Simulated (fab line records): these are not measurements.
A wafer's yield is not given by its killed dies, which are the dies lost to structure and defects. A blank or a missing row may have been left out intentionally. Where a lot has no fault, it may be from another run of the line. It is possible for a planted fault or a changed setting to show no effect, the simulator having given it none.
Matching of chambers / flow n5_finfet / 4 sister chambers for N5_BEOL_M7_STRIP_19 on rie_diel-01
The step strips in O2. 4 wafers are shown with their chamber, then 7 later ones without.

== WAFERS PAIRED WITH THEIR CHAMBERS ==
wafer=L078.4; chamber=3; showerhead_plenum_p_Torr (Torr)=2.06
wafer=L082.4; chamber=1; showerhead_plenum_p_Torr (Torr)=2.16
wafer=L087.2; chamber=0; showerhead_plenum_p_Torr (Torr)=1.93
wafer=L087.4; chamber=2; showerhead_plenum_p_Torr (Torr)=2.09

== WAFERS WITH NO CHAMBER GIVEN ==
wafer=L087.6; showerhead_plenum_p_Torr (Torr)=2.06
wafer=L093.1; showerhead_plenum_p_Torr (Torr)=2.15
wafer=L093.2; showerhead_plenum_p_Torr (Torr)=1.93
wafer=L093.5; showerhead_plenum_p_Torr (Torr)=1.93
wafer=L097.2; showerhead_plenum_p_Torr (Torr)=2.08
wafer=L097.3; showerhead_plenum_p_Torr (Torr)=2.15
wafer=L097.5; showerhead_plenum_p_Torr (Torr)=1.92

== EACH ONE'S CHAMBER ==
wafer=L087.6; from the rows above=3; in truth=3
wafer=L093.1; from the rows above=1; in truth=1
wafer=L093.2; from the rows above=0; in truth=0
wafer=L093.5; from the rows above=0; in truth=0
wafer=L097.2; from the rows above=can't be placed: 2 or 3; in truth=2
wafer=L097.3; from the rows above=1; in truth=1
wafer=L097.5; from the rows above=0; in truth=0
Correct placement for 6 of the 7. Unplaceable from these rows: 1, with the true chamber sitting among the candidates in 1. Number placed wrongly: 0.
How it was worked out, from the rows above alone: a wafer's distance from a chamber is the root of the sum, over the readings, of the square of ((its reading less the chamber's mean) divided by the reading's scatter). The wafer belongs to the nearest chamber; if the next one is less than 2 further off, it can't be placed. For every chamber, the mean is computed from those of its wafers that are shown. The scatter: with one shown wafer a chamber, the root of the mean of the squares of how far each hidden wafer lies from its nearest shown one.
